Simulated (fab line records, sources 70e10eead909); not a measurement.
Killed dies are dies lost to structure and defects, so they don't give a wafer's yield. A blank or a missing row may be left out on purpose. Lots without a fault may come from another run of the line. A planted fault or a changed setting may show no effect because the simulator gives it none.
Chamber matching | flow nand_harc | NHARC_P_CONTACT_CMP_01 on cmp-02: 4 sister chambers
The step polishes SiO2, target thk 200 nm. 8 wafers are shown with their chamber, then 12 later ones without.

WAFERS WITH THEIR CHAMBER
wafer  | chamber | motor_current_A (A)
L086.1 | 2       | 11.0
L086.2 | 0       | 12.9
L089.3 | 1       | 10.6
L089.4 | 0       | 13.3
L089.6 | 2       | 11.0
L090.1 | 1       | 10.2
L090.2 | 3       | 11.2
L090.6 | 3       | 11.2

WAFERS WITHOUT THEIR CHAMBER
wafer  | motor_current_A (A)
L091.1 | 11.9
L091.2 | 10.2
L091.3 | 13.1
L093.2 | 10.3
L093.3 | 11.6
L093.4 | 11.8
L096.2 | 11.6
L096.4 | 10.1
L096.5 | 12.1
L097.1 | 12.8
L097.3 | 11.7
L097.4 | 11.7

WHICH CHAMBER EACH WENT THROUGH
wafer  | from the rows above          | in truth
L091.1 | can't be placed: 3 or 2      | 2
L091.2 | 1                            | 1
L091.3 | 0                            | 0
L093.2 | 1                            | 1
L093.3 | can't be placed: 3 or 2      | 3
L093.4 | can't be placed: 3 or 2      | 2
L096.2 | can't be placed: 3 or 2      | 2
L096.4 | 1                            | 1
L096.5 | can't be placed: 3 or 0 or 2 | 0
L097.1 | 0                            | 0
L097.3 | can't be placed: 3 or 2      | 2
L097.4 | can't be placed: 3 or 2      | 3
Placed correctly: 5 of 12. Can't be placed from these rows: 7 (the true chamber is among the candidates in 7). Placed wrongly: 0.
How it was worked out, from the rows above alone: a wafer's distance from a chamber is the root of the sum, over the readings, of the square of ((its reading less the chamber's mean) divided by the reading's scatter). The wafer belongs to the nearest chamber; if the next one is less than 2 further off, it can't be placed. A chamber's mean is the mean of its shown wafers. The scatter: the root of (the sum of the squares of (reading less its chamber's mean) over the shown wafers, divided by (wafers less chambers)).
